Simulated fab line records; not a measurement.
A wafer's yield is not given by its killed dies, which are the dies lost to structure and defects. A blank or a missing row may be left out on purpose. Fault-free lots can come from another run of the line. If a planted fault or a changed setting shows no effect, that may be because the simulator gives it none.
fab line records	flow nand_harc
[record] lots = 12	wafers = 36	last_day = 33
route steps=1302 shown A_SLIT@933 A_WL_FILL@953 END@1302
lots that met no fault: taken from a fault-free run of the same line
start_h: start of the lot's first displayed wafer, in hours after the record's first day	wait_h: how many hours have passed since the lot's step before this one	" repeats the value in the row above	L1.1+2: a row that stands for several wafers	- value missing, or start not given	* or withheld: withheld	< > ~ a bound
route shown NAME@n: names a module that has steps shown in the file, with the first one's number in the route	usual: average and standard deviation across the fault-free wafers	same: alike in all rows	chamber/n: place in a boat	sites: readings site by site	_std_site: their standard deviation	_edge_site: outer sites' mean less inner sites'	radius_mm: how far each site lies from the wafer's centre	mask NAME#n: copy n	behind: the most recent tool/chamber to have shaped the wafer	hold: cause of the lot's hold/its duration in hours/its outcome	device: which transistor (n, p or np) failed to switch	end of line: the same wafers' tests at the end of the route	a step without rows: its recipe alone	killed: not the wafer's yield, but the dies lost to structure and defects at the first sort	map: per-die view of a wafer (x killed, . not killed, _ where there is no die)
set.NAME: the setting that was run; set.NAME@STEP: the one run at that earlier step	model.NAME: the simulator's own value behind a step, which no gauge read
the route's steps for a sample of lots (tables are steps, rows are wafers)
services: when a tool's chamber went out of use (start_h, in hours from the record's first day, below 0 if earlier), for how many hours, and the reason
[[steps]]
[step NHARC_A_SLIT_CD_MEAS_09]
[recipe] target_cd_nm = 300	landing_energy_ev = 500
[usual] cd_nm = 299.7/0.56
lot.wafer	tool	chamber	start_h	wait_h	cd_nm
L795.1	cd_sem-02	0	452.58	-	299.7
L795.4	"	0	"	"	298.9
L795.5	"	0	"	"	300.2
L796.1	cd_sem-02	0	457.78	-	298.9
L796.4	"	0	"	"	299.3
L796.5	"	0	"	"	299.8
L799.2	cd_sem-02	0	485.79	-	299.8
L799.3	"	0	"	"	300.3
L799.4	"	0	"	"	300.4
L798.1	cd_sem-02	0	493.42	-	299.9
L798.3	"	0	"	"	300.1
L798.4	"	0	"	"	300.3
L802.2	cd_sem-03	0	504.10	-	300.4
L802.3	"	0	"	"	298.8
L802.6	"	0	"	"	299.6
L805.1	cd_sem-01	0	535.45	-	299.6
L805.2	"	0	"	"	299.7
L805.6	"	0	"	"	299.0
L804.2	cd_sem-02	0	539.29	-	300.3
L804.3	"	0	"	"	299.4
L804.4	"	0	"	"	299.8
L806.1	cd_sem-01	0	570.88	-	299.0
L806.3	"	0	"	"	299.2
L806.6	"	0	"	"	299.8
L807.2	cd_sem-01	0	570.93	-	300.7
L807.4	"	0	"	"	299.5
L807.6	"	0	"	"	300.7
L816.1	cd_sem-03	0	651.40	-	299.0
L816.2	"	0	"	"	299.1
L816.3	"	0	"	"	299.8
L817.1	cd_sem-02	0	665.61	-	300.1
L817.2	"	0	"	"	300.5
L817.6	"	0	"	"	301.0
L818.1	cd_sem-02	0	678.34	-	299.1
L818.3	"	0	"	"	299.9
L818.5	"	0	"	"	299.4
[step NHARC_A_WL_FILL_RTA_01]
[recipe] temp_c = 1000	time_s = 5
[usual] lamp_power_pct = 33.6/0.7	lamp_zone_1_pct = 33.6/0.7	lamp_zone_2_pct = 33.5/0.7	lamp_zone_3_pct = 33.6/0.7	lamp_zone_4_pct = 33.6/0.7	lamp_zone_5_pct = 33.6/0.7	lamp_zone_6_pct = 33.5/0.69	lamp_zone_7_pct = 34.1/0.71	wafer_temp_C_max = 1004.3/2.3
lot.wafer	tool	chamber	start_h	wait_h	lamp_power_pct	lamp_zone_1_pct	lamp_zone_2_pct	lamp_zone_3_pct	lamp_zone_4_pct	lamp_zone_5_pct	lamp_zone_6_pct	lamp_zone_7_pct	wafer_temp_C_max
L795.1	rtp_anneal-01	0	466.50	-	34.2	34.3	34.3	34.2	34.2	34.2	34.2	34.8	1002.3
L795.4	"	0	"	"	34.2	34.2	34.2	34.3	34.2	34.2	34.1	34.7	1003.4
L795.5	"	0	"	"	34.2	34.2	34.2	34.2	34.3	34.3	34.2	34.8	1002.6
L796.1	rtp_anneal-01	0	471.30	-	34.2	34.2	34.2	34.2	34.2	34.2	34.1	34.7	1003.2
L796.4	"	0	"	"	34.2	34.2	34.1	34.2	34.1	34.2	34.2	34.7	1003.0
L796.5	"	0	"	"	34.1	34.2	34.1	34.1	34.1	34.1	34.1	34.7	1002.4
L799.2	rtp_anneal-01	0	499.37	-	34.2	34.2	34.2	34.2	34.2	34.2	34.1	34.8	1003.4
L799.3	"	0	"	"	34.2	34.2	34.1	34.2	34.2	34.2	34.1	34.7	1002.9
L799.4	"	0	"	"	34.2	34.2	34.2	34.2	34.2	34.1	34.2	34.7	1003.4
L798.1	rtp_anneal-01	0	507.09	0.4	34.2	34.2	34.2	34.2	34.2	34.3	34.1	34.7	1002.8
L798.3	"	0	"	"	34.2	34.2	34.2	34.2	34.2	34.3	34.2	34.8	1002.5
L798.4	"	0	"	"	34.2	34.2	34.3	34.2	34.2	34.3	34.2	34.8	1002.2
L802.2	rtp_anneal-01	0	517.57	-	34.2	34.3	34.2	34.2	34.2	34.2	34.2	34.8	1003.1
L802.3	"	0	"	"	34.2	34.2	34.2	34.2	34.2	34.2	34.1	34.7	1002.4
L802.6	"	0	"	"	34.2	34.2	34.2	34.2	34.3	34.2	34.2	34.7	1002.5
L805.1	rtp_anneal-02	0	549.09	-	32.8	32.8	32.8	32.8	32.8	32.8	32.7	33.3	1005.5
L805.2	"	0	"	"	32.8	32.7	32.8	32.7	32.8	32.7	32.7	33.3	1007.9
L805.6	"	0	"	"	32.7	32.8	32.8	32.8	32.8	32.8	32.7	33.3	1008.6
L804.2	rtp_anneal-02	0	552.78	-	32.8	32.8	32.8	32.8	32.8	32.9	32.8	33.3	1008.1
L804.3	"	0	"	"	32.8	32.8	32.8	32.8	32.8	32.8	32.8	33.3	1006.5
L804.4	"	0	"	"	32.8	32.8	32.9	32.8	32.8	32.9	32.8	33.4	1007.2
L806.1	rtp_anneal-02	0	584.40	-	28.6	28.6	28.6	28.6	28.7	28.6	28.6	29.2	959.4
L806.3	"	0	"	"	28.6	28.7	28.7	28.7	28.7	28.6	28.6	29.2	960.4
L806.6	"	0	"	"	28.6	28.7	28.6	28.6	28.6	28.6	28.5	29.2	958.9
L807.2	rtp_anneal-02	0	588.27	-	28.7	28.6	28.6	28.7	28.7	28.7	28.6	29.2	958.5
L807.4	"	0	"	"	28.6	28.7	28.6	28.6	28.7	28.6	28.6	29.2	957.8
L807.6	"	0	"	"	28.6	28.6	28.6	28.7	28.7	28.7	28.5	29.2	959.2
L816.1	rtp_anneal-02	0	666.08	-	32.8	32.7	32.8	32.8	32.8	32.8	32.7	33.3	1004.6
L816.2	"	0	"	"	32.8	32.7	32.7	32.8	32.7	32.7	32.7	33.3	1006.4
L816.3	"	0	"	"	32.7	32.8	32.7	32.7	32.8	32.8	32.7	33.3	1007.7
L817.1	rtp_anneal-01	0	679.23	0.4	34.2	34.2	34.1	34.2	34.2	34.2	34.1	34.7	1001.9
L817.2	"	0	"	"	34.2	34.1	34.2	34.2	34.2	34.1	34.1	34.7	1002.3
L817.6	"	0	"	"	34.2	34.1	34.2	34.2	34.1	34.2	34.1	34.7	1002.7
L818.1	rtp_anneal-01	0	692.07	-	34.1	34.2	34.0	34.2	34.2	34.2	34.1	34.7	1002.1
L818.3	"	0	"	"	34.1	34.1	34.2	34.1	34.1	34.2	34.1	34.7	1001.1
L818.5	"	0	"	"	34.2	34.1	34.1	34.2	34.1	34.2	34.0	34.7	1002.6
[step NHARC_A_WL_FILL_ETCHBACK_04]
[recipe] target_depth_a = 600	time_s = 120	chemistry = NF3
[usual] drypump_motor_current_A = 6.0/0.33	he_backside_leak_sccm = 3.41/0.15	oes_product_au = 1.005/0.011
lot.wafer	tool	chamber	start_h	wait_h	drypump_motor_current_A	he_backside_leak_sccm	oes_product_au	rf_hours_counter_h
L795.1	rie_metal-02	0	467.56	0.3	5.9	3.25	1.011	0.0
L795.4	"	0	"	"	5.9	3.28	1.019	-
L795.5	"	1	"	"	5.6	3.22	1.001	-
L796.1	rie_metal-03	1	472.32	0.3	6.0	3.51	1.010	1.2
L796.4	"	0	"	"	5.7	3.62	1.018	-
L796.5	"	1	"	"	6.0	3.42	1.004	-
L799.2	rie_metal-01	1	500.37	0.3	6.1	3.38	1.016	1.7
L799.3	"	1	"	"	6.1	3.52	1.009	-
L799.4	"	0	"	"	6.6	3.44	1.009	-
L798.1	rie_metal-03	1	508.12	0.3	6.0	3.31	1.005	1.8
L798.3	"	1	"	"	6.0	3.33	1.006	-
L798.4	"	0	"	"	5.7	3.13	1.010	-
L802.2	rie_metal-03	1	518.63	0.4	6.0	3.49	1.014	2.1
L802.3	"	1	"	"	6.0	3.41	1.004	-
L802.6	"	0	"	"	5.7	3.63	1.016	-
L805.1	rie_metal-03	1	550.83	0.3	6.0	3.51	0.999	0.2
L805.2	"	0	"	"	5.7	3.74	0.996	0.2
L805.6	"	1	"	"	6.0	3.33	0.983	-
L804.2	rie_metal-01	0	554.08	0.4	6.7	3.50	0.988	2.2
L804.3	"	1	"	"	6.1	3.51	1.003	-
L804.4	"	0	"	"	6.6	3.49	0.999	-
L806.1	rie_metal-01	0	585.41	0.3	6.6	3.53	1.021	0.0
L806.3	"	0	"	"	6.6	3.65	1.009	-
L806.6	"	0	"	"	6.6	3.54	1.012	-
L807.2	rie_metal-01	0	589.40	0.4	6.6	3.47	0.994	0.2
L807.4	"	0	"	"	6.7	3.60	1.005	-
L807.6	"	1	"	"	6.1	3.38	1.013	-
L816.2	rie_metal-03	1	667.10	0.3	6.0	3.57	0.988	2.8
L816.1	"	0	"	"	5.7	3.36	1.004	2.8
L816.3	"	1	"	"	6.0	3.60	0.995	-
L817.1	rie_metal-03	1	680.24	0.3	6.0	3.49	0.996	3.3
L817.2	"	0	"	"	5.6	3.32	1.004	3.3
L817.6	"	1	"	"	6.0	3.66	0.990	-
L818.1	rie_metal-03	0	693.09	0.3	5.7	3.22	0.991	3.5
L818.3	"	0	"	"	5.7	3.44	0.998	-
L818.5	"	0	"	"	5.7	3.44	0.986	-
[step NHARC_A_WL_FILL_STRIP_27]
[recipe] power_w = 1500	temp_c = 250	time_s = 20	chemistry = N2/H2
[usual] drypump_motor_current_A = 5.6/0.37	heater_power_w = 339/31
lot.wafer	tool	chamber	start_h	wait_h	drypump_motor_current_A	heater_power_w	rf_hours_counter_h
L795.1	plasma_asher-01	0	467.91	0.1	6.2	390	22
L795.4	"	1	"	"	5.5	297	-
L795.5	"	1	"	"	5.5	297	-
L796.1	plasma_asher-01	0	472.73	0.1	6.2	403	23
L796.4	"	0	"	"	6.2	387	-
L796.5	"	1	"	"	5.6	305	-
L799.2	plasma_asher-02	0	500.76	0.1	5.7	355	15
L799.4	"	0	"	"	5.7	353	-
L799.3	"	1	"	"	5.2	336	-
L798.1	plasma_asher-02	1	508.50	0.1	5.2	328	16
L798.4	"	1	"	"	5.2	326	-
L798.3	"	0	"	"	5.7	356	-
L802.2	plasma_asher-02	1	518.98	0.1	5.2	336	19
L802.3	"	1	"	"	5.2	339	-
L802.6	"	1	"	"	5.2	331	-
L805.1	plasma_asher-01	0	551.21	0.1	6.2	380	4
L805.2	"	1	"	"	5.5	287	4
L805.6	"	1	"	"	5.5	285	-
L804.2	plasma_asher-02	0	554.45	0.1	5.6	347	26
L804.3	"	1	"	"	5.2	332	-
L804.4	"	0	"	"	5.7	353	-
L806.1	plasma_asher-02	0	585.79	0.1	5.7	355	34
L806.3	"	0	"	"	5.6	350	-
L806.6	"	1	"	"	5.2	319	-
L807.2	plasma_asher-01	0	589.77	0.1	6.2	369	12
L807.4	"	0	"	"	6.2	380	-
L807.6	"	1	"	"	5.6	288	-
L816.1	plasma_asher-01	1	667.48	0.1	5.5	286	28
L816.2	"	0	"	"	6.2	382	28
L816.3	"	0	"	"	6.2	389	-
L817.1	plasma_asher-02	1	680.63	0.1	5.2	333	14
L817.2	"	0	"	"	5.7	340	14
L817.6	"	1	"	"	5.2	334	-
L818.1	plasma_asher-02	1	693.47	0.1	5.2	342	17
L818.3	"	1	"	"	5.2	341	-
L818.5	"	0	"	"	5.7	342	-
[step NHARC_END_SORT_01]
[recipe] temp_c = 25
[usual] killed_at_array = 55/19	killed_at_other = 0.6/0.99	killed_at_periphery = 4.2/2.6	killed_dies = 60/18	killed_open = 3.4/1.7	killed_short = 2.3/1.5
[same] gross_dies = 677
lot.wafer	tool	chamber	start_h	wait_h	killed_at_array	killed_at_other	killed_at_periphery	killed_dies	killed_open	killed_short
L805.1	prober-02	0	645.39	2.5	63	0	8	71	1	2
L805.2	prober-02	0	646.19	2.8	60	0	3	63	3	3
L805.6	prober-02	0	649.41	4.0	57	0	6	63	3	2
L806.1	prober-02	0	682.35	2.5	25	1	4	30	3	0
L806.3	prober-02	0	683.97	3.1	25	3	4	32	2	1
L806.6	prober-02	0	686.38	4.0	33	4	6	43	4	2
L807.2	prober-01	0	683.17	2.8	29	0	0	29	4	0
L807.4	prober-01	0	684.77	3.4	40	0	4	44	2	4
L807.6	prober-01	0	686.36	4.0	37	0	3	40	2	5
L816.1	prober-02	0	764.99	2.5	45	1	7	53	6	4
L816.2	prober-02	0	765.79	2.8	45	1	5	51	9	6
L816.3	prober-02	0	766.60	3.1	39	0	3	42	4	2
// killed by level:class
L805.1 A_CHANNEL_HOLE_D1:chamber_film_flake=35 A_CHANNEL_HOLE_D2:chamber_film_flake=13 P_BONDPAD:chamber_film_flake=6 A_CHANNEL_FILL_D1:chamber_film_flake=3 A_CONTACT:chamber_film_flake=3 P_CONTACT:chamber_film_flake=2 A_STAIRCASE:chamber_film_flake=2 A_SLIT:chamber_film_flake=2
L805.2 A_CHANNEL_HOLE_D1:chamber_film_flake=26 A_CHANNEL_HOLE_D2:chamber_film_flake=20 P_BONDPAD:chamber_film_flake=3 A_STAIRCASE:chamber_film_flake=3 A_ONON_D2:geometric_particle:open=2 A_CONTACT:chamber_film_flake=2 A_CHANNEL_HOLE_D1:geometric_particle:short=1 A_CHANNEL_FILL_D1:geometric_particle:open=1
L805.6 A_CHANNEL_HOLE_D1:chamber_film_flake=22 A_CHANNEL_HOLE_D2:chamber_film_flake=12 A_CONTACT:chamber_film_flake=6 P_BONDPAD:chamber_film_flake=5 A_STAIRCASE:chamber_film_flake=3 A_CHANNEL_FILL_D2:chamber_film_flake=3 A_WL_FILL:chamber_film_flake=3 A_CHANNEL_FILL_D1:chamber_film_flake=2
L806.1 A_CHANNEL_HOLE_D1:chamber_film_flake=8 A_STAIRCASE:chamber_film_flake=4 P_M0:chamber_film_flake=3 A_CONTACT:chamber_film_flake=3 A_CHANNEL_FILL_D2:geometric_particle:open=2 A_SLIT:chamber_film_flake=2 A_BONDPAD:chamber_film_flake=2 A_BLC:geometric_particle:open=1
L807.2 A_CHANNEL_HOLE_D2:chamber_film_flake=15 A_SLIT:chamber_film_flake=4 A_ONON_D1:geometric_particle:open=2 A_CHANNEL_HOLE_D1:chamber_film_flake=2 A_STAIRCASE:chamber_film_flake=2 A_BLC:geometric_particle:open=1 A_M0:geometric_particle:open=1 A_CHANNEL_FILL_D1:chamber_film_flake=1
L806.3 A_CHANNEL_HOLE_D1:chamber_film_flake=6 A_STAIRCASE:chamber_film_flake=6 A_CONTACT:chamber_film_flake=4 P_M0:chamber_film_flake=3 THIN_TSV:chamber_film_flake=3 A_M0:geometric_particle:open=2 A_BONDPAD:chamber_film_flake=2 A_WL_FILL:geometric_particle:short=1
L807.4 A_CHANNEL_HOLE_D2:chamber_film_flake=17 A_CHANNEL_HOLE_D1:chamber_film_flake=11 P_CONTACT:chamber_film_flake=2 A_STAIRCASE:chamber_film_flake=2 A_SLIT:chamber_film_flake=2 A_WL_FILL:chamber_film_flake=2 P_M0:geometric_particle:open=1 A_ONON_D1:geometric_particle:open=1
L807.6 A_CHANNEL_HOLE_D2:chamber_film_flake=20 A_CHANNEL_HOLE_D1:chamber_film_flake=3 A_ONON_D1:geometric_particle:short=2 A_WL_FILL:geometric_particle:short=2 P_M0:chamber_film_flake=2 A_SLIT:chamber_film_flake=2 A_BONDPAD:chamber_film_flake=2 P_M0:geometric_particle:open=1
L806.6 A_CHANNEL_HOLE_D1:chamber_film_flake=13 P_M0:chamber_film_flake=5 A_BONDPAD:chamber_film_flake=4 THIN_TSV:chamber_film_flake=4 A_SLIT:chamber_film_flake=3 A_CONTACT:chamber_film_flake=3 A_STAIRCASE:chamber_film_flake=2 A_WL_FILL:chamber_film_flake=2
L816.1 A_SLIT:chamber_film_flake=36 P_ZERO_WELL:chamber_film_flake=3 P_CONTACT:geometric_particle:open=2 A_CHANNEL_FILL_D1:geometric_particle:open=2 A_CHANNEL_HOLE_D1:unspecified=2 P_GATE:geometric_particle:short=1 P_CONTACT:geometric_particle:short=1 A_ONON_D1:geometric_particle:open=1
L816.2 A_SLIT:chamber_film_flake=28 A_ONON_D1:geometric_particle:short=2 A_CHANNEL_HOLE_D1:chamber_film_flake=2 P_CONTACT:geometric_particle:open=1 P_M0:geometric_particle:open=1 P_M1:geometric_particle:open=1 P_M1:geometric_particle:short=1 A_SOURCE_PLATE:geometric_particle:open=1
L816.3 A_SLIT:chamber_film_flake=29 P_M1:geometric_particle:open=1 A_CHANNEL_FILL_D1:geometric_particle:open=1 A_ONON_D2:geometric_particle:short=1 A_CHANNEL_HOLE_D2:geometric_particle:open=1 A_CONTACT:geometric_particle:open=1 A_CONTACT:geometric_particle:short=1 P_ZERO_WELL:chamber_film_flake=1
[[services]]
tool	chamber	start_h	hours	kind
rie_metal-02	-	454.00	9.0	pm
rie_metal-02	1	488.97	1.2	repair
plasma_asher-01	-	519.00	9.0	pm
plasma_asher-01	0	519.00	9.0	vent_cycle
plasma_asher-01	1	519.00	9.0	vent_cycle
rie_metal-03	-	519.00	9.0	pm
rie_metal-03	0	519.00	9.0	vent_cycle
rie_metal-03	1	519.00	9.0	vent_cycle
plasma_asher-01	0	528.00	-	clean
plasma_asher-01	1	528.00	-	clean
rie_metal-03	0	528.00	-	clean
rie_metal-03	1	528.00	-	clean
rie_metal-02	-	530.85	1.0	repair
rie_metal-01	-	575.00	9.0	pm
rie_metal-01	0	575.00	9.0	vent_cycle
rie_metal-01	1	575.00	9.0	vent_cycle
rie_metal-01	0	584.00	-	clean
rie_metal-01	1	584.00	-	clean
plasma_asher-02	-	603.08	9.0	pm
plasma_asher-02	0	603.08	9.0	vent_cycle
plasma_asher-02	1	603.08	9.0	vent_cycle
plasma_asher-02	0	612.08	-	clean
plasma_asher-02	1	612.08	-	clean
rie_metal-02	-	631.00	9.0	pm
[[key]]
[first_sign] step = NHARC_A_WL_FILL_RTA_01	reading = wafer_temp_C_max	direction = down	sigmas = 20	usual = *	struck = *
[effect] step = NHARC_A_WL_FILL_RTA_01	reading = lamp_zone_6_pct	direction = down	sigmas = 7.1	usual = 33.5	struck = 28.6
met_at NHARC_A_WL_FILL_RTA_01
struck_lots L806,L807
tester_left_out L806,L807
not_acting_at NHARC_A_SLIT_CD_MEAS_09,NHARC_A_WL_FILL_ETCHBACK_04,NHARC_A_WL_FILL_STRIP_27
onset_between 552.78 584.40
[fault] kind = process_parameter_drift	tool = rtp_anneal-02	chamber = -	onset_h = 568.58	steps = NHARC_A_WL_FILL_RTA_01	channel = temp_c	offset = *	shape = step	end_h = 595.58	acts_in = *	stated = *
// tester_left_out: of these lots the tester's yield and bins aren't shown, on N5 and GAA mostly nor the transistor test; their killed dies are dies lost to structure and defects alone, not to doping, threshold or leakage, so they don't give the yield
